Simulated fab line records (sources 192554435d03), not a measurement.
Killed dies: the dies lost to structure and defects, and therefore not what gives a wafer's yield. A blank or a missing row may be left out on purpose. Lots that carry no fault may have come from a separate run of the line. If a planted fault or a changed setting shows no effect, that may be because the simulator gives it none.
fab line records + flow n5Finfet
record
- lots=4
- wafers=11
- lastDay=17
route steps=1938 shown DUMMY_GATE@247 SPACER0@258 SD_EPI_N@262 SD_EPI_P@326 BEOL_M4@1111 PASSIVATION@1936
lots untouched by any fault: they come from a run of this same line in which no faults occurred
startH: hours from the record's opening day to when the first of the lot's shown wafers began + waitH: hours since the lot's step before + " repeats the value in the row above + L1.1+2: a single row standing in for several wafers + - no value, or no start was given + * or withheld: withheld + < > ~ a bound
route shown NAME@n: NAME is a module with steps in the file, n the number in the route of the first one + usual: average and standard deviation across the fault-free wafers + same: alike in all rows + chamber/n: place in a boat + sites: the reading at each site + _std_site: the values' standard deviation + _edge_site: outer sites' mean less inner sites' + radiusMm: for every site, how far away it sits from the centre of the wafer + mask NAME#n: copy n + behind: the most recent tool/chamber to have shaped the wafer + hold: why the lot was held/for how many hours/how that ended + device: the n, p or np transistor that did not switch + end of line: the same wafers' tests at the end of the route + a step without rows: its recipe alone + killed: dies lost to structure and defects at the first sort, not the wafer's yield + map: a wafer's dies, x killed, . not, _ none there
set.NAME: the setting that was run; set.NAME@STEP: the one run at that earlier step + model.NAME: the simulator's own value behind a step, which no gauge read
lots seen at some steps along the route; tables by step, rows by wafer
services: from which hour (startH, from the record's first day; less than 0 if before it) a tool's chamber was out of use, for how many hours, and why
## steps
# step N5_DUMMY_GATE_ETCH_23
# recipe
- chemistry=HBr/Cl2/O2
- HBr_flow_sccm=150
- Cl2_flow_sccm=80
- O2_flow_sccm=12
- biasW=102
- targetDepthA=410
- timeS=22.3
- target=poly-Si
- maskMaterial=SiO2
- pressureMtorr=10
- icpW=800
# step N5_DUMMY_GATE_ETCH_44
# recipe
- chemistry=HBr/O2
- overEtchFrac=0.7
- targetDepthA=1275
- stopOn=SiO2
- ionEnergyEv=60
- biasW=20
- target=poly-Si
- maskMaterial=SiO2
- pressureMtorr=20
- icpW=400
- HBr_flow_sccm=120
- O2_flow_sccm=10
# step N5_DUMMY_GATE_ETCH_42
# recipe
- chemistry=CHF3/O2
- target=SiO2
- targetDepthA=35
- timeS=31
- ionEnergyEv=30
- biasW=12
- pressureMtorr=30
- sourceW=600
- Ar_flow_sccm=200
- CHF3_flow_sccm=50
- O2_flow_sccm=5
# step N5_DUMMY_GATE_STRIP_48
# recipe
- chemistry=N2/H2
- timeS=20
- powerW=100
- tempC=40
- pressureMtorr=100
- rfFrequencyHz=6e+07
- biasPowerW=3
- n2FlowSccm=300
- h2FlowSccm=300
# step N5_DUMMY_GATE_PRECLEAN_33
# recipe
- chemistry=dHF
- timeS=10
- dilution=750:1
- tempC=25
# step N5_DUMMY_GATE_PRECLEAN_25
# recipe
- chemistry=O3/DIW
- timeS=45
- tempC=22
- o3Ppm=10
# step N5_DUMMY_GATE_PRECLEAN_51
# recipe
- chemistry=SC2
- timeS=45
- tempC=35
- mix=1:1:50
# step N5_DUMMY_GATE_SRD_26
# recipe
- dry=ipaMarangoni
- timeS=30
- tempC=23
- rinseLiquid=diw
# step N5_DUMMY_GATE_UV_OZONE_45
# recipe
- timeS=120
- pressureTorr=760
- tempC=25
# step N5_SPACER0_ALD_07
# recipe
- material=SiNx
- targetThkA=20
- tempC=400
- aldPrecursorFamily=SiH2I2
- aldCoReactant=N2/H2-plasma
- pressureTorr=2
# step N5_SPACER0_ALD_00
# recipe
- material=SiOCN
- targetThkA=35
- tempC=400
- aldPrecursorFamily=alkyl-aminosilane
- aldCoReactant=O2/N2-plasma
- pulseTimeS=3
- purgeTimeS=2
- coReactantPurgeTimeS=2
- aldCycles=58
- pressureTorr=2
# usual
- aldCycles=58/0
- heaterPowerW=844/110
- precursorPulseHeightRel=1.000/0.02
| lot.wafer | tool      | chamber | startH | waitH | aldCycles | heaterPowerW | precursorPulseHeightRel | model.SiOCN_of_SPACER0_ALD_00.thkNm |
|-----------|-----------|---------|--------|-------|-----------|--------------|-------------------------|-------------------------------------|
| L527.2    | aldSin-01 | 1       | 59.25  | 0.1   | 58        | 876          | 0.981                   | 3.6                                 |
| L527.3    | "         | 3       | "      | "     | 58        | 1019         | 0.987                   | 3.6                                 |
| L527.5    | "         | 2       | "      | "     | 58        | 751          | 1.007                   | 3.4                                 |
| L543.2    | aldSin-01 | 2       | 155.76 | 0.1   | 58        | 744          | 0.979                   | 3.4                                 |
| L543.6    | "         | 1       | "      | "     | 65        | 846          | 1.011                   | 4                                   |
| L544.1    | aldSin-01 | 0       | 164.65 | 0.1   | 65        | 762          | 0.988                   | 4                                   |
| L544.3    | "         | 3       | "      | "     | 58        | 980          | 1.016                   | 3.4                                 |
| L544.6    | "         | 2       | "      | "     | 65        | 746          | 1.003                   | 3.8                                 |
| L545.1    | aldSin-04 | 3       | 167.60 | 0.1   | 58        | 858          | 0.994                   | 3.4                                 |
| L545.3    | "         | 1       | "      | "     | 58        | 1005         | 0.999                   | 3.6                                 |
| L545.5    | "         | 1       | "      | "     | 58        | 1015         | 1.032                   | 3.6                                 |
# step N5_SPACER0_ALD_08
# recipe
- material=SiNx
- targetThkA=20
- tempC=400
- aldPrecursorFamily=SiH2I2
- aldCoReactant=N2/H2-plasma
- pressureTorr=2
# step N5_SD_EPI_N_COAT_32
# recipe
- resist=SOC
- tempC=250
- timeS=60
- spinRpm=1500
- resistThkNm=350
# step N5_SD_EPI_N_COAT_33
# recipe
- resist=SiARC
- tempC=220
- timeS=60
- spinRpm=1500
- resistThkNm=35
# step N5_SD_EPI_N_COAT_03
# recipe
- resist=CAR-ArF-block
- spinRpm=1500
- resistThkNm=150
# step N5_SD_EPI_N_EBR_05
# recipe
- solvent=PGMEA
- ebrWidthMm=1.5
# step N5_SD_EPI_N_SOFTBAKE_04
# recipe
- tempC=110
- timeS=60
- resist=CAR-ArF-block
# step N5_SD_EPI_N_EXPOSE_06
# recipe
- maskId=SD_N_BLK
- na=1.35
- sourceShape=conventional
- sigmaOuter=0.8
- polarization=unpolarized
- targetCdNm=120
- doseMj=39.75
# step N5_SD_EPI_N_PEB_07
# recipe
- pebTempC=110
- pebTimeS=60
- resist=CAR-ArF-block
# step N5_SD_EPI_N_DEVELOP_08
# recipe
- developTimeS=30
- developer=TMAH
- resist=CAR-ArF-block
- devTempC=23
- rinseLiquid=diw
- dry=airSpin
# step N5_SD_EPI_N_DESCUM_14
# recipe
- chemistry=O2
- timeS=7.9
- sourcePowerW=50
- biasPowerW=20
- pressureMtorr=20
- rfFrequencyHz=2.712e+07
- tempC=40
- resist=CAR-ArF-block
- o2FlowSccm=225
# step N5_SD_EPI_N_ETCH_34
# recipe
- chemistry=CF4
- target=SiARC
- targetDepthA=455
- maskMaterial=CAR-ArF-block
- timeS=75.8
- ionEnergyEv=80
- pressureMtorr=40
- sourceW=545
- biasW=36
- Ar_flow_sccm=100
- cf4FlowSccm=100
- ends=cleared
# step N5_SD_EPI_N_ETCH_35
# recipe
- chemistry=N2/H2
- target=SOC
- overetchA=1080
- maskMaterial=SiARC
- tempC=40
- ionEnergyEv=100
- sourceW=3000
- biasW=133
- pressureMtorr=20
- timeS=486
- n2FlowSccm=200
- h2FlowSccm=200
# step N5_SD_EPI_N_STRIP_36
# recipe
- chemistry=N2/H2
- tempC=40
- n2FlowSccm=200
- h2FlowSccm=200
- rfFrequencyHz=6e+07
# step N5_SD_EPI_N_ETCHBACK_44
# recipe
- chemistry=CH3F/O2
- mode=anisotropicEtchback
- target=SiNx
- targetDepthA=145
- stopOn=SiO2
- overEtchFrac=0.3
- ionEnergyEv=120
- pressureMtorr=30
- sourceW=395
- biasW=73
- Ar_flow_sccm=150
- CH3F_flow_sccm=30
- O2_flow_sccm=20
# step N5_SD_EPI_N_ETCH_45
# recipe
- chemistry=CH3F/O2
- target=SiOCN
- targetDepthA=60
- maskMaterial=SOC
- ionEnergyEv=60
- biasW=29
- pressureMtorr=15
- sourceW=410
- Ar_flow_sccm=150
- CH3F_flow_sccm=30
- O2_flow_sccm=20
# step N5_SD_EPI_N_ETCH_16
# recipe
- chemistry=CHF3/O2
- target=SiO2
- targetDepthA=50
- maskMaterial=SOC
- pressureMtorr=30
- sourceW=650
- biasW=170
- Ar_flow_sccm=200
- CHF3_flow_sccm=50
- O2_flow_sccm=5
- ionEnergyEv=200
# step N5_SD_EPI_N_STRIP_47
# recipe
- chemistry=CHF3/O2
- resist=SiARC
- rfFrequencyHz=6e+07
# step N5_SD_EPI_N_SD_RECESS_17
# recipe
- chemistry=HBr/Cl2/O2
- targetDepthA=410
- maskMaterial=SOC
- timeS=23.7
- btTimeS=3
- pressureMtorr=10
- icpW=800
- biasW=112
- HBr_flow_sccm=150
- Cl2_flow_sccm=80
- O2_flow_sccm=12
# step N5_SD_EPI_N_STRIP_38
# recipe
- chemistry=N2/H2
- powerW=1000
- tempC=250
- h2Frac=0.65
- overashFraction=0.3
- pressureMtorr=withheld
- n2FlowSccm=1750
- h2FlowSccm=3250
# step N5_SD_EPI_N_WET_ETCH_43
# recipe
- chemistry=dHF
- dilution=withheld
- timeS=14
- target=SiO2
- targetDepthA=15
- tempC=25
# step N5_SD_EPI_N_STRIP_18
# recipe
- chemistry=SPM
- timeS=750
- tempC=130
- h2so4H2o2VolRatio=4
# step N5_SD_EPI_N_SRD_20
# recipe
- dry=ipaMarangoni
- doPpb=5
- timeS=30
- tempC=23
- rinseLiquid=diw
# step N5_SD_EPI_N_PRECLEAN_48
# recipe
- chemistry=NF3:NH3
- afsCycles=2
- tempC=30
- timeS=20
- sublimationTempC=180
- sublimationTimeS=60
- pressureTorr=3
- rfPowerW=30
# step N5_SD_EPI_N_VAPOR_ETCH_50
# recipe
- chemistry=HCl
- target=Si
- tempC=775
- timeS=54
- pressureTorr=20
- mode=isotropic
# step N5_SD_EPI_N_EPI_21
# recipe
- material=Si:P
- dopant=P
- tempC=680
- pressureTorr=255
- timeS=690
# step N5_SD_EPI_P_PRECLEAN_32
# recipe
- chemistry=dHF
- timeS=10
- dilution=500:1
- tempC=25
| lot.wafer  | tool        | chamber | startH | waitH | model.SiOCN_of_SPACER0_ALD_00.thkNm |
|------------|-------------|---------|--------|-------|-------------------------------------|
| L527.2+3+5 | wetBench-04 | 6,2,7   | 69.84  | 0.0   | 3.4                                 |
| L543.2     | wetBench-03 | 5       | 166.70 | 0.0   | 3.4                                 |
| L543.6     | "           | 4       | "      | "     | 4                                   |
| L544.1+6   | wetBench-06 | 3,7     | 174.42 | 0.0   | 3.8                                 |
| L544.3     | "           | 6       | "      | "     | 3.4                                 |
| L545.1+3+5 | wetBench-06 | 0,5,1   | 179.10 | 0.0   | 3.4                                 |
# step N5_BEOL_M4_RC_MEAS_101
# usual
- DIBL_N=36.6/2.3
- DIBL_P=36.3/2.8
- IOFF_N=0.17/0.047
- IOFF_P=0.22/0.048
- ION_N=676/14
- ION_P=463/9.4
- SS_N=71.6/0.84
- SS_P=73.4/0.85
- VT_N=249/3.7
- VT_P=-249/3.6
| lot.wafer | tool      | chamber | startH | waitH | DIBL_N[mV/V] | DIBL_P[mV/V] | IOFF_N[nA/um] | IOFF_P[nA/um] | ION_N[uA/um] | ION_P[uA/um] | SS_N[mV/dec] | SS_P[mV/dec] | VT_N[mV] | VT_P[mV] |
|-----------|-----------|---------|--------|-------|--------------|--------------|---------------|---------------|--------------|--------------|--------------|--------------|----------|----------|
| L527.2    | prober-02 | 0       | 172.49 | 0.2   | 36.1         | 34.5         | 0.15          | 0.21          | 668          | 467          | 70.9         | 72.7         | 247      | -249     |
| L527.3    | "         | 0       | "      | "     | 38.6         | 37.4         | 0.20          | 0.26          | 690          | 468          | 72.1         | 73.5         | 247      | -247     |
| L527.5    | "         | 0       | "      | "     | 37.3         | 35.8         | 0.18          | 0.24          | 698          | 480          | 70.9         | 73.5         | 245      | -243     |
| L543.2    | prober-01 | 0       | 273.75 | 0.2   | 35.6         | 35.7         | 0.15          | 0.19          | 683          | 470          | 70.3         | 72.3         | 249      | -249     |
| L543.6    | "         | 0       | "      | "     | 35.2         | 36.2         | 0.13          | 0.19          | 645          | 439          | 71.4         | 73.1         | 253      | -254     |
| L544.1    | prober-01 | 0       | 287.03 | 0.0   | 33.7         | 34.7         | 0.11          | 0.17          | 649          | 443          | 71.4         | 72.6         | 257      | -254     |
| L544.3    | "         | 0       | "      | "     | 34.5         | 35.4         | 0.14          | 0.20          | 678          | 465          | 71.7         | 72.7         | 250      | -249     |
| L544.6    | "         | 0       | "      | "     | 33.3         | 34.8         | 0.11          | 0.17          | 656          | 459          | 70.9         | 72.8         | 256      | -253     |
| L545.1    | prober-02 | 0       | 294.86 | 0.0   | 36.3         | 35.6         | 0.18          | 0.20          | 687          | 461          | 71.3         | 73.9         | 247      | -252     |
| L545.3    | "         | 0       | "      | "     | 34.6         | 34.0         | 0.16          | 0.19          | 687          | 461          | 70.3         | 72.7         | 246      | -251     |
| L545.5    | "         | 0       | "      | "     | 33.7         | 32.8         | 0.14          | 0.17          | 657          | 450          | 70.8         | 73.1         | 251      | -253     |
# step N5_PASSIVATION_PROBE_49
# usual
- defectLimitedYield=91.5/1.5
- killed_at_M0_to_M3=33/9.9
- killed_at_M4_up=14/5.2
- killedAtContacts=11/5.2
- killedAtFrontEnd=38/10
- killedAtOther=4/3.5
- killedDies=100/18
- killedOpen=66/14
- killedShort=32/6.9
- sort_bin_5_function=5.0/1
- sort_bin_6_memory=3.1/0.69
- sort_bin_8_speed=0.03/0.26
- sortNPass=1080/18
- sortYieldPct=91.5/1.5
# same
- grossDies=1180
- killedAtBackSide=0
- sort_bin_4_leakage[%]=0
| lot.wafer | tool      | chamber | startH | waitH | defectLimitedYield[%] | killed_at_M0_to_M3 | killed_at_M4_up | killedAtContacts | killedAtFrontEnd | killedAtOther | killedDies | killedOpen | killedShort | sort_bin_5_function[%] | sort_bin_6_memory[%] | sort_bin_8_speed[%] | sortNPass | sortYieldPct[%] |
|-----------|-----------|---------|--------|-------|-----------------------|--------------------|-----------------|------------------|------------------|---------------|------------|------------|-------------|------------------------|----------------------|---------------------|-----------|-----------------|
| L543.6    | prober-01 | -       | 387.39 | 0.3   | 91.5                  | 28                 | 20              | 6                | 39               | 7             | 100        | 65         | 27          | 4.8                    | 2.9                  | 1.19                | 1066      | 90.3            |
| L544.1    | prober-01 | -       | 392.10 | 0.0   | 90.9                  | 29                 | 14              | 13               | 50               | 1             | 107        | 71         | 32          | 5.5                    | 3.1                  | 0.08                | 1072      | 90.8            |
# killed by level:class
L543.6 BEOL_M2:geometricParticle:open=10 STI_FIN_REVEAL:geometricParticle:open=9 BEOL_M0_SAQP:geometricParticle:short=6 BEOL_M1:geometricParticle:open=5 MIM_TOP_ETCH:geometricParticle:open=4 DUMMY_GATE:geometricParticle:open=4 GATE_CUT:geometricParticle:short=4 MOL_CONTACT_COAG:geometricParticle:open=4
L544.1 BEOL_M3:geometricParticle:open=13 MOL_CONTACT_COAG:geometricParticle:open=11 FIN_SAQP:geometricParticle:open=10 STI_FIN_REVEAL:geometricParticle:open=10 FIN_SAQP:geometricParticle:short=9 DUMMY_GATE:geometricParticle:open=5 GATE_CUT:geometricParticle:short=4 BEOL_M0_SAQP:geometricParticle:open=4
## services
| tool        | chamber | startH | hours | kind      |
|-------------|---------|--------|-------|-----------|
| aldSin-04   | -       | 58.01  | 2.8   | pm        |
| aldSin-01   | -       | 87.93  | 14.0  | pm        |
| aldSin-01   | 0       | 87.93  | 14.0  | ventCycle |
| aldSin-01   | 1       | 87.93  | 14.0  | ventCycle |
| aldSin-01   | 2       | 87.93  | 14.0  | ventCycle |
| aldSin-01   | 3       | 87.93  | 14.0  | ventCycle |
| aldSin-04   | 2       | 88.36  | 10.2  | repair    |
| aldSin-04   | 1       | 99.13  | 18.3  | repair    |
| aldSin-01   | 0       | 101.93 | -     | clean     |
| aldSin-01   | 1       | 101.93 | -     | clean     |
| aldSin-01   | 2       | 101.93 | -     | clean     |
| aldSin-01   | 3       | 101.93 | -     | clean     |
| wetBench-04 | -       | 118.39 | 1.1   | repair    |
| aldSin-01   | 0       | 130.86 | 4.6   | repair    |
## key
firstSign
- step=N5_SPACER0_ALD_00
- reading=aldCycles
- direction=up
- sigmas=99+
- usual=*
- struck=*
effect none on later readings
modelEffect
- step=N5_SPACER0_ALD_00
- value=SiOCN_of_SPACER0_ALD_00.thkNm
- without=3.533
- struck=3.933
modelEffect
- step=N5_SD_EPI_P_PRECLEAN_32
- value=SiOCN_of_SPACER0_ALD_00.thkNm
- without=3.4
- struck=3.867
metAt N5_SPACER0_ALD_00
struckWafers L543.6,L544.1,L544.6
onsetBetween 59.25 155.76
fault
- kind=processParameterDrift
- tool=aldSin-01
- chamber=-
- onsetH=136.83
- steps=N5_SPACER0_ALD_00
- channel=aldCycles
- offset=*
- shape=step
- endH=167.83
- scope=struckWafersOnly
- actsIn=*
- stated=*
